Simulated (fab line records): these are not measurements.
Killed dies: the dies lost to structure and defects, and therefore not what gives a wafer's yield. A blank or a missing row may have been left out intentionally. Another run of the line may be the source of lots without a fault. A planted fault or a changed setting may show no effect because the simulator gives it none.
fab line records	flow nandHarc
[record] lots = 7	wafers = 21	lastDay = 33
route steps=1302 shown A_CHANNEL_FILL_D1@492
lots with no fault: from the same line, run without faults
startH: hours from the record's first day to the start of the lot's first wafer shown	waitH: hours elapsed since this lot's preceding step	" identical to the entry in the row above	L1.1+2: a row that stands for several wafers	- no value present, or no start provided	* or withheld: withheld	< > ~ a bound
route shown NAME@n: names a module that has steps shown in the file, with the first one's number in the route	usual: mean/standard deviation taken from wafers without a fault	same: alike in all rows	chamber/n: place in a boat	sites: readings site by site	_std_site: standard deviation of those values	_edge_site: inner sites' mean taken away from outer sites' mean	radiusMm: for every site, how far away it sits from the centre of the wafer	mask NAME#n: copy n	behind: tool/chamber where the wafer was last shaped	hold: why the lot went on hold/how many hours it stayed there/how the hold came to an end	device: names the non-switching transistor (n, p or np)	end of line: the same wafers' tests at the end of the route	a step given without rows: its recipe and nothing more	killed: the dies lost at the first sort to structure and to defects; this is not the yield of the wafer	map: dies across one wafer; x = killed, . = not, _ = none there
set.NAME: the setting the step ran with; set.NAME@STEP: the setting that earlier step ran with	model.NAME: the simulator's own value behind a step, which no gauge read
certain route steps with their lots: each step a table, each wafer a row
services: from which hour (startH, from the record's first day; less than 0 if before it) a tool's chamber was out of use, for how many hours, and why
[[steps]]
[step NHARC_A_CHANNEL_FILL_D1_ALD_02]
[recipe] targetThkA = 60	pulseTimeS = 10	aldCycles = 60	tempC = 300	material = SiO2
[step NHARC_A_CHANNEL_FILL_D1_ALD_03]
[recipe] targetThkA = 60	pulseTimeS = 60	aldCycles = 58	tempC = 630	pressureTorr = 2	material = SiNx
[usual] precursorPulseHeightRel = 1.002/0.021
lot.wafer	tool	chamber	startH	waitH	precursorPulseHeightRel
L765.3	aldSinBatch-03	0	-	-	0.988
L765.4	"	0	"	"	1.015
L765.5	"	0	"	"	1.019
L766.2	aldSinBatch-03	0	-	-	0.990
L766.4	"	0	"	"	1.018
L766.6	"	0	"	"	1.024
L767.1	aldSinBatch-03	0	-	-	1.006
L767.4	"	0	"	"	0.968
L767.5	"	0	"	"	1.005
L768.2	aldSinBatch-03	0	-	-	1.007
L768.3	"	0	"	"	1.009
L768.5	"	0	"	"	0.964
L773.2	aldSinBatch-01	0	-	-	1.011
L773.3	"	0	"	"	1.036
L773.4	"	0	"	"	1.014
L780.2	aldSinBatch-02	0	-	-	1.026
L780.3	"	0	"	"	1.007
L780.6	"	0	"	"	0.996
L781.1	aldSinBatch-03	0	-	-	0.977
L781.4	"	0	"	"	0.982
L781.5	"	0	"	"	1.031
[step NHARC_A_CHANNEL_FILL_D1_ALD_14]
[recipe] targetThkA = 25	pulseTimeS = 10	aldCycles = 25	tempC = 300	material = SiO2
[usual] heaterPowerW = 479/41	precursorPulseHeightRel = 1.002/0.021
lot.wafer	tool	chamber	startH	waitH	heaterPowerW	precursorPulseHeightRel
L765.3	aldHk-03	3	252.90	0.0	398	1.000
L765.4	"	0	"	"	482	0.998
L765.5	"	3	"	"	399	0.983
L766.2	aldHk-02	0	273.03	2.7	546	1.016
L766.4	"	3	"	"	468	1.016
L766.6	"	0	"	"	536	0.986
L768.2	aldHk-03	0	279.62	0.0	495	0.993
L768.3	"	2	"	"	484	0.990
L768.5	"	0	"	"	487	1.003
L767.4	aldHk-01	0	279.63	0.0	471	1.002
L767.1	"	1	"	"	490	0.998
L767.5	"	1	"	"	502	0.986
L773.3	aldHk-03	1	339.11	0.1	473	0.995
L773.4	"	2	"	"	481	0.987
L773.2	"	3	"	"	390	0.984
L780.3	aldHk-02	0	409.50	0.0	520	1.002
L780.2	"	2	"	"	382	0.980
L780.6	"	0	"	"	521	1.004
L781.4	aldHk-03	1	421.56	0.0	487	0.974
L781.1	"	2	"	"	502	0.985
L781.5	"	1	"	"	489	1.054
[step NHARC_A_CHANNEL_FILL_D1_ALD_15]
[recipe] targetThkA = 20	pulseTimeS = 60	aldCycles = 19	tempC = 630	pressureTorr = 2	material = SiNx
[usual] precursorPulseHeightRel = 1.002/0.021
lot.wafer	tool	chamber	startH	waitH	precursorPulseHeightRel
L765.3	aldSinBatch-02	0	-	-	1.006
L765.4	"	0	"	"	1.055
L765.5	"	0	"	"	0.993
L766.2	aldSinBatch-01	0	-	-	1.004
L766.4	"	0	"	"	0.994
L766.6	"	0	"	"	0.978
L767.1	aldSinBatch-03	0	282.75	3.0	1.005
L767.4	"	0	"	"	0.992
L767.5	"	0	"	"	1.011
L768.2	aldSinBatch-03	0	-	-	0.988
L768.3	"	0	"	"	0.988
L768.5	"	0	"	"	1.020
L773.2	aldSinBatch-02	0	-	-	0.974
L773.3	"	0	"	"	0.977
L773.4	"	0	"	"	1.007
L780.2	aldSinBatch-03	0	412.84	3.1	0.987
L780.3	"	0	"	"	1.033
L780.6	"	0	"	"	1.007
L781.1	aldSinBatch-02	0	-	-	1.006
L781.4	"	0	"	"	1.001
L781.5	"	0	"	"	1.011
[step NHARC_A_CHANNEL_FILL_D1_ALD_16]
[recipe] targetThkA = 15	pulseTimeS = 10	aldCycles = 15	tempC = 300	material = SiO2
[usual] heaterPowerW = 475/42	precursorPulseHeightRel = 1.001/0.019
lot.wafer	tool	chamber	startH	waitH	heaterPowerW	precursorPulseHeightRel
L765.3	aldHk-03	3	258.12	0.1	394	0.986
L765.4	"	0	"	"	483	0.998
L765.5	"	3	"	"	394	1.043
L766.2	aldHk-02	1	279.40	0.1	488	0.982
L766.4	"	3	"	"	476	0.993
L766.6	"	1	"	"	487	0.996
L768.3	aldHk-03	2	284.80	0.0	472	0.987
L768.2	"	3	"	"	398	1.013
L768.5	"	3	"	"	412	1.001
L767.1	aldHk-01	0	284.81	0.0	490	0.997
L767.4	"	2	"	"	476	1.032
L767.5	"	0	"	"	474	1.008
L773.3	aldHk-03	2	344.26	0.0	481	1.021
L773.4	"	3	"	"	404	0.988
L773.2	"	0	"	"	475	0.980
L780.2	aldHk-01	0	415.01	0.2	460	1.021
L780.3	"	2	"	"	510	0.978
L780.6	"	3	"	"	553	0.986
L781.4	aldHk-03	3	426.76	0.1	430	1.012
L781.1	"	1	"	"	474	1.005
L781.5	"	3	"	"	433	0.971
[step NHARC_A_CHANNEL_FILL_D1_ANNEAL_17]
[recipe] tempC = 850	timeS = 1800
[step NHARC_A_CHANNEL_FILL_D1_CVD_18]
[recipe] targetThkA = 30	tempC = 550	material = poly-Si
[step NHARC_A_CHANNEL_FILL_D1_ETCHBACK_19]
[recipe] targetDepthA = 50	timeS = 1.7	hbrFlowSccm = 150	cl2FlowSccm = 50	rfW = 400	icpW = 400	biasW = 100	chemistry = HBr/Cl2
[step NHARC_A_CHANNEL_FILL_D1_ETCHBACK_20]
[recipe] targetDepthA = 270	timeS = 13.5	c4f8FlowSccm = withheld	o2FlowSccm = 8	arFlowSccm = withheld	rfW = 600	biasW = 1500	chemistry = C4F8/O2/Ar
[step NHARC_A_CHANNEL_FILL_D1_STRIP_28]
[recipe] timeS = 20	o2FlowSccm = 500	arFlowSccm = 0	biasW = 0	chemistry = O2
[usual] chamberPressureMTorr = 60.00/0.059	drypumpMotorCurrentA = 6.0/0.59	o2FlowSccm = 499.6/1.4	oesProductAu = 0.997/0.0092	rfVppV = 57.9/0.92	showerheadPlenumPTorr = 3.57/0.13	throttleValvePct = 17.037/0.0098
lot.wafer	tool	chamber	startH	waitH	chamberPressureMTorr	drypumpMotorCurrentA	o2FlowSccm	oesProductAu	rfHoursCounterH	rfVppV	showerheadPlenumPTorr	throttleValvePct
L765.4	rieDiel-01	1	271.59	0.1	60.01	5.4	498.8	0.999	2.9	57.3	3.75	17.036
L765.3	"	3	"	"	59.99	5.6	501.7	0.998	3.7	58.7	3.65	17.021
L765.5	"	1	"	"	60.01	5.4	500.9	0.985	-	56.4	3.75	17.040
L766.2	rieDiel-13	2	291.86	0.1	59.99	6.5	500.4	0.994	4.4	58.5	3.55	17.035
L766.4	"	3	"	"	59.96	6.1	500.7	1.006	7.3	58.1	3.59	17.025
L766.6	"	1	"	"	59.98	4.8	500.1	0.995	-	58.4	3.66	17.051
L767.4	rieDiel-13	0	296.89	0.1	59.99	6.3	498.4	1.013	8.2	58.7	3.51	17.037
L767.1	"	2	"	"	59.96	6.5	497.4	0.992	4.9	57.9	3.55	17.037
L767.5	"	1	"	"	60.04	4.9	499.2	0.998	-	60.1	3.66	17.020
L768.2	rieDiel-01	1	296.90	0.1	60.06	5.4	498.2	0.992	4.2	58.3	3.75	17.038
L768.3	"	3	"	"	59.99	5.6	500.0	0.992	5.2	57.9	3.65	17.023
L768.5	"	1	"	"	59.98	5.4	498.2	0.997	-	57.3	3.75	17.039
L773.4	rieDiel-01	3	356.17	0.1	60.15	5.6	496.7	1.001	8.5	57.9	3.64	17.022
L773.2	"	1	"	"	60.04	5.4	500.3	1.003	7.0	58.8	3.75	17.037
L773.3	"	2	"	"	60.04	6.8	499.9	0.987	8.2	58.5	3.51	17.053
L780.2	rieDiel-01	0	427.15	0.1	59.99	5.9	500.7	0.993	1.8	57.6	3.35	17.031
L780.3	"	1	"	"	59.96	5.4	501.1	0.991	1.8	57.7	3.75	17.045
L780.6	"	3	"	"	59.95	5.6	502.2	1.004	-	57.1	3.64	17.026
L781.4	rieDiel-01	2	439.01	0.1	60.00	6.8	502.2	0.990	2.2	59.4	3.51	17.035
L781.1	"	0	"	"	59.92	5.9	496.7	0.992	2.0	56.8	3.35	17.043
L781.5	"	3	"	"	59.97	5.5	497.6	1.015	-	56.6	3.64	17.030
[step NHARC_A_CHANNEL_FILL_D1_PRECLEAN_21]
[recipe] timeS = 30	chemistry = dHF
[step NHARC_A_CHANNEL_FILL_D1_SRD_23]
[step NHARC_A_CHANNEL_FILL_D1_CVD_05]
[recipe] targetThkA = 50	tempC = 550	material = poly-Si
[usual] spikeTcBottomC = 572.5/1.5	spikeTcCentreC = 550.1/1	spikeTcLowerC = 549.2/0.98
lot.wafer	tool	chamber	startH	waitH	spikeTcBottomC	spikeTcCentreC	spikeTcLowerC
L765.3	lpcvdPoly-02	-	274.16	2.4	-	-	-
L765.4	"	-	"	"	-	-	-
L765.5	"	-	"	"	-	-	-
L766.2	lpcvdPoly-04	-	294.25	2.3	-	-	-
L766.4	"	-	"	"	-	-	-
L766.6	"	-	"	"	-	-	-
L767.1	lpcvdPoly-02	-	299.47	2.4	-	-	-
L767.4	"	-	"	"	-	-	-
L767.5	"	-	"	"	-	-	-
L768.2	lpcvdPoly-02	0	299.47	2.4	570.5	551.8	550.0
L768.3	"	0	"	"	572.2	550.0	549.7
L768.5	"	0	"	"	571.6	550.0	549.6
L773.2	lpcvdPoly-02	0	358.74	2.4	571.4	550.7	552.1
L773.3	"	0	"	"	572.2	551.3	549.4
L773.4	"	0	"	"	572.7	549.7	548.5
L780.2	lpcvdPoly-02	0	429.72	2.4	571.4	549.8	550.5
L780.3	"	0	"	"	570.1	551.1	550.0
L780.6	"	0	"	"	569.8	549.7	549.7
L781.1	lpcvdPoly-02	0	441.59	2.4	571.6	550.9	549.0
L781.4	"	0	"	"	572.0	550.3	549.8
L781.5	"	0	"	"	573.0	551.0	551.5
[step NHARC_A_CHANNEL_FILL_D1_ANNEAL_22]
[recipe] tempC = 620	timeS = 7200
[[services]]
tool	chamber	startH	hours	kind
aldHk-03	-	227.75	0.8	repair
rieDiel-01	0	237.30	-	clean
rieDiel-01	1	237.30	-	clean
rieDiel-01	2	237.30	-	clean
rieDiel-01	1	245.66	4.3	repair
rieDiel-13	2	246.43	11.5	repair
aldHk-03	-	251.42	0.7	repair
rieDiel-13	3	259.19	2.5	repair
aldSinBatch-02	-	266.00	26.0	pm
aldHk-01	-	303.98	10.0	pm
rieDiel-13	0	312.82	31.4	repair
rieDiel-01	2	318.71	13.5	repair
rieDiel-13	-	342.00	9.0	pm
aldHk-02	-	351.03	10.0	pm
rieDiel-13	0	357.28	3.9	repair
rieDiel-01	-	380.80	9.0	pm
rieDiel-13	2	390.01	2.6	repair
aldHk-03	1	392.81	10.0	ventCycle
aldHk-03	2	392.81	10.0	ventCycle
aldHk-03	0	402.81	-	clean
aldHk-03	1	402.81	-	clean
aldHk-03	2	402.81	-	clean
aldHk-03	3	402.81	-	clean
rieDiel-01	3	409.09	9.2	repair
[[key]]
[firstSign] step = NHARC_A_CHANNEL_FILL_D1_CVD_05	reading = toolRecord	direction = missing
effect none on later readings
metAt NHARC_A_CHANNEL_FILL_D1_CVD_05
struckWafers L765.3,L765.4,L765.5,L766.2,L766.4,L766.6,L767.1,L767.4,L767.5
laterRowsLeftOut L765.3,L765.4,L765.5,L766.2,L766.4,L766.6,L767.1,L767.4,L767.5
sortLeftOut L765.3,L765.4,L765.5,L766.2,L766.4,L766.6,L767.1,L767.4,L767.5
testerLeftOut L765,L766,L767
[fault] kind = skippedStepWhole	tool = lpcvdPoly-02,lpcvdPoly-04	chamber = -	onsetH = 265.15	steps = NHARC_A_CHANNEL_FILL_D1_CVD_05	scope = struckLotsOnly
// testerLeftOut: of these lots the tester's yield and bins aren't shown, on N5 and GAA mostly nor the transistor test; their killed dies are dies lost to structure and defects alone, not to doping, threshold or leakage, so they don't give the yield
// sortLeftOut: the simulated sort isn't trusted on such a fault, so these wafers' sort isn't shown, and their yield isn't known
// laterRowsLeftOut: the simulator's readings of these wafers behind a module that went badly wrong aren't trusted and aren't shown, but for the sort
